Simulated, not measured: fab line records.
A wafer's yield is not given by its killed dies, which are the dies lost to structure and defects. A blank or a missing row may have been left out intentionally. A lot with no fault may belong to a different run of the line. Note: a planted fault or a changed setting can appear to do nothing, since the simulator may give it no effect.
Which tool is to blame? | flow nand-harc | 35 wafers from 12 lots sampled at 6 of the route's 1159 steps

## WHAT EACH GAUGE READ, for each wafer
NHARC_A_M0_INSPECT_11. Usual: 33 for raw-defect-count, sd 14.
lot  | measured     | on                | raw-defect-count | flag
L942 | day 17 21:49 | defect-inspect-02 | 11 18 10         |
L943 | day 18 01:44 | defect-inspect-02 | 40 30 29         |
L944 | day 18 16:50 | defect-inspect-01 | 39 22 37         |
L948 | day 19 19:45 | defect-inspect-01 | 41 39 44         |
L952 | day 20 01:35 | defect-inspect-01 | 54 47 44         |
L953 | day 20 05:07 | defect-inspect-01 | 39 36 37         |
L950 | day 20 05:08 | defect-inspect-02 | 51 56 55         |
L955 | day 20 20:13 | defect-inspect-01 | 13 8             |
L956 | day 21 15:49 | defect-inspect-02 | 39 64 62         |
L961 | day 22 05:31 | defect-inspect-01 | 34 39 26         |
L964 | day 23 06:12 | defect-inspect-02 | 36 35 42         |
L963 | day 23 21:17 | defect-inspect-02 | 25 24 18         |

NHARC_A_M0_THK_MEAS_24: measures by xrf. Usual: 113.7 nm for thk-nm, sd 1.6.
lot  | measured     | on            | thk-nm (nm)       | flag
L942 | day 18 00:12 | film-metro-02 | 112.7 113.9 112.6 |
L943 | day 18 04:07 | film-metro-01 | 114.0 114.0 113.2 |
L944 | day 18 19:14 | film-metro-01 | 115.4 114.4 115.5 |
L948 | day 19 22:08 | film-metro-02 | 112.7 112.7 115.8 |
L952 | day 20 04:07 | film-metro-01 | 113.3 113.3 113.7 |
L953 | day 20 07:55 | film-metro-02 | 115.3 112.6 115.5 |
L950 | day 20 07:56 | film-metro-01 | 114.1 115.9 112.2 |
L955 | day 20 22:36 | film-metro-01 | 116.3 115.2       |
L956 | day 21 18:15 | film-metro-01 | 104.4 114.7 114.7 |
L961 | day 22 08:02 | film-metro-02 | 113.5 112.5 113.7 |
L964 | day 23 08:38 | film-metro-02 | 111.9 112.7 113.5 |
L963 | day 24 00:09 | film-metro-01 | 114.6 114.4 113.4 |

NHARC_END_SORT_01. Usual: defect-limited-yield 95.3 %, standard deviation 1.6; killed-at-array 27, standard deviation 11; killed-at-other 0.7, standard deviation 1.1; killed-at-periphery 3.6, standard deviation 2.4; killed-dies 32, standard deviation 11; killed-open 3.3, standard deviation 1.8; killed-short 2.1, standard deviation 1.5; sort_bin_2_pct 1.4 %, standard deviation 0.64; sort_bin_3_pct 0.29 %, standard deviation 0.22; sort_bin_4_pct 3.0 %, standard deviation 1.1; sort-n-pass 645, standard deviation 11; sort-rim-yield-pct 95 %, standard deviation 3.5; sort-yield-pct 95.3 %, standard deviation 1.6.
lot  | measured     | on        | defect-limited-yield (%) | killed-at-array | killed-at-other | killed-at-periphery | killed-dies | killed-open | killed-short | sort_bin_2_pct (%) | sort_bin_3_pct (%) | sort_bin_4_pct (%) | sort-n-pass | sort-rim-yield-pct (%) | sort-yield-pct (%) | flag
L950 | day 22 14:36 | prober-02 | 92.9 93.6 91.1           | 45 35 58        | 1 2 0           | 2 6 2               | 48 43 60    | 5 1 6       | 0 3 5        | 2.1 1.8 3.5        | 0.89 0.15 0.30     | 4.1 4.4 5.0        | 629 634 617 | 90 96 98               | 92.9 93.6 91.1     |

## EACH LOT AND THE TOOL THAT RAN IT (in order: tool; ch and the chambers of the sampled wafers; start)
lot  | NHARC_A_BLC_CVD_24                       | NHARC_A_M0_STRIP_18                | NHARC_A_M0_CMP_23
L942 | cvd-w-02 ch 0,1, day 17 21:49 or earlier | rie-diel-11 ch 0,1,3, day 17 22:20 | cmp-03 ch 0,3, day 17 23:55
L943 | cvd-w-02 ch 0,1, day 18 01:44 or earlier | rie-diel-06 ch 1,3, day 18 02:11   | cmp-01 ch 1,2,3, day 18 03:51
L944 | cvd-w-02 ch 0,1, day 18 16:50 or earlier | rie-diel-11 ch 1,2, day 18 17:19   | cmp-01 ch 2,3, day 18 18:57
L948 | cvd-w-02 ch 0,1, day 19 19:45 or earlier | rie-diel-07 ch 0,1,2, day 19 20:13 | cmp-01 ch 0,3, day 19 21:49
L952 | cvd-w-02 ch 0,1, day 20 01:35 or earlier | rie-diel-06 ch 1,2,3, day 20 02:04 | cmp-03 ch 0,2,3, day 20 03:49
L953 | cvd-w-02 ch 0,1, day 20 05:07 or earlier | rie-diel-07 ch 1,2,3, day 20 05:36 | cmp-01 ch 0,2, day 20 07:35
L950 | cvd-w-01 ch 0,1, day 20 05:08 or earlier | rie-diel-11 ch 0,1,2, day 20 05:37 | cmp-03 ch 1,2, day 20 07:37
L955 | cvd-w-02 ch 0, day 20 20:13 or earlier   | rie-diel-11 ch 0, day 20 20:41     | cmp-01 ch 0,2, day 20 22:20
L956 | cvd-w-02 ch 0,1, day 21 15:49 or earlier | rie-diel-07 ch 1,3, day 21 16:17   | cmp-01 ch 1,2, day 21 17:56
L961 | cvd-w-02 ch 0,1, day 22 05:31 or earlier | rie-diel-07 ch 0,2, day 22 05:56   | cmp-02 ch 2,3, day 22 07:43
L964 | cvd-w-02 ch 0,1, day 23 06:12 or earlier | rie-diel-11 ch 1,2, day 23 06:43   | cmp-03 ch 0,1, day 23 08:20
L963 | cvd-w-01 ch 0,1, day 23 21:17 or earlier | rie-diel-07 ch 0,3, day 23 22:11   | cmp-02 ch 0,3, day 23 23:50
- NHARC_A_BLC_CVD_24: deposits W, target thk 150 nm, time 434 s.
- NHARC_A_M0_STRIP_18: strips in N2/H2.
- NHARC_A_M0_CMP_23: polishes, t overpolish 20 s, target thk 113.75 nm.

## AS READ BY THE TOOLS THEMSELVES (means over the sampled wafers that have a number; for cases with no such wafer, the mark the record gives instead)
NHARC_A_BLC_CVD_24. Usual: heater-power-w 519 W, standard deviation 17; throttle-valve-pct 7.91 %, standard deviation 0.17.
lot  | tool     | heater-power-w (W) | throttle-valve-pct (%) | flag
L942 | cvd-w-02 | 520                | 7.73                   |
L943 | cvd-w-02 | 522                | 8.00                   |
L944 | cvd-w-02 | 528                | 7.75                   |
L948 | cvd-w-02 | 526                | 7.89                   |
L952 | cvd-w-02 | 529                | 7.95                   |
L953 | cvd-w-02 | 523                | 7.97                   |
L950 | cvd-w-01 | 508                | 7.93                   |
L955 | cvd-w-02 | 516                | 7.94                   |
L956 | cvd-w-02 | 525                | 7.96                   |
L961 | cvd-w-02 | 516                | 8.00                   |
L964 | cvd-w-02 | 531                | 7.78                   |
L963 | cvd-w-01 | 511                | 7.95                   |

NHARC_A_M0_STRIP_18. Usual: drypump-motor-current-A 5.6 A, standard deviation 0.36; h2-flow-sccm 150.1 sccm, standard deviation 0.47; oes-product-au 0.997 a.u., standard deviation 0.013; rf-vpp-V 90.4 V, standard deviation 0.98; showerhead-plenum-p-Torr 2.01 Torr, standard deviation 0.089; throttle-valve-pct 14.172 %, standard deviation 0.0097.
lot  | tool        | drypump-motor-current-A (A) | h2-flow-sccm (sccm) | oes-product-au (a.u.) | rf-vpp-V (V) | showerhead-plenum-p-Torr (Torr) | throttle-valve-pct (%) | flag
L942 | rie-diel-11 | 5.7                         | 150.4               | 0.984                 | 90.9         | 2.08                            | 14.174                 |
L943 | rie-diel-06 | 5.4                         | 149.9               | 1.010                 | 90.1         | 2.03                            | 14.171                 |
L944 | rie-diel-11 | 5.9                         | 149.8               | 0.986                 | 90.3         | 1.99                            | 14.158                 |
L948 | rie-diel-07 | 5.6                         | 150.3               | 1.003                 | 90.5         | 2.03                            | 14.174                 |
L952 | rie-diel-06 | 5.7                         | 150.2               | 0.997                 | 89.5         | 1.99                            | 14.173                 |
L953 | rie-diel-07 | 5.8                         | 150.0               | 0.999                 | 90.1         | 1.97                            | 14.160                 |
L950 | rie-diel-11 | 5.8                         | 149.6               | 0.991                 | 91.4         | 2.06                            | 14.164                 |
L955 | rie-diel-11 | 5.6                         | 150.8               | 0.986                 | 89.9         | 2.09                            | 14.173                 |
L956 | rie-diel-07 | 5.7                         | 150.1               | 1.005                 | 90.8         | 2.00                            | 14.177                 |
L961 | rie-diel-07 | 5.7                         | 150.3               | 0.985                 | 89.9         | 2.00                            | 14.173                 |
L964 | rie-diel-11 | 5.7                         | 149.9               | 0.997                 | 91.2         | 2.09                            | 14.173                 |
L963 | rie-diel-07 | 5.7                         | 150.0               | 1.006                 | 89.4         | 2.03                            | 14.177                 |

NHARC_A_M0_CMP_23. Usual: motor-current-A 12.6 A, standard deviation 1.4; time-to-endpoint-s 27.9 s, standard deviation 2.9.
lot  | tool   | motor-current-A (A) | time-to-endpoint-s (s) | flag
L942 | cmp-03 | 12.1                | 23.1                   |
L943 | cmp-01 | 14.2                | 30.5                   |
L944 | cmp-01 | 13.5                | 31.5                   |
L948 | cmp-01 | 13.1                | 27.5                   |
L952 | cmp-03 | 11.5                | 28.9                   |
L953 | cmp-01 | 12.1                | 28.8                   |
L950 | cmp-03 | 11.7                | 26.5                   |
L955 | cmp-01 | 12.2                | 32.4                   |
L956 | cmp-01 | 12.8                | 22.8                   |
L961 | cmp-02 | 12.6                | 29.5                   |
L964 | cmp-03 | 13.1                | 26.4                   |
L963 | cmp-02 | 13.2                | 28.1                   |

## THE ANSWER, worked out from the rows above alone
Rule: lot off if the mean of its wafers having a number is beyond 3 standard deviations from the usual mean. A lot without any number at a reading at which 4 lots or more have one is off too. The other lots that the step has rows for count as sound. After the gauges, taken in route order, come the tools' own readings; for these a lot's mean is taken, as printed above. At the first step where some lot is off, the reading lying furthest off is the one used; lots without a number count as furthest.
No lot is off at any reading shown: from this, nothing can be told.

## WHAT HAD BEEN PUT IN BY THE SIMULATOR
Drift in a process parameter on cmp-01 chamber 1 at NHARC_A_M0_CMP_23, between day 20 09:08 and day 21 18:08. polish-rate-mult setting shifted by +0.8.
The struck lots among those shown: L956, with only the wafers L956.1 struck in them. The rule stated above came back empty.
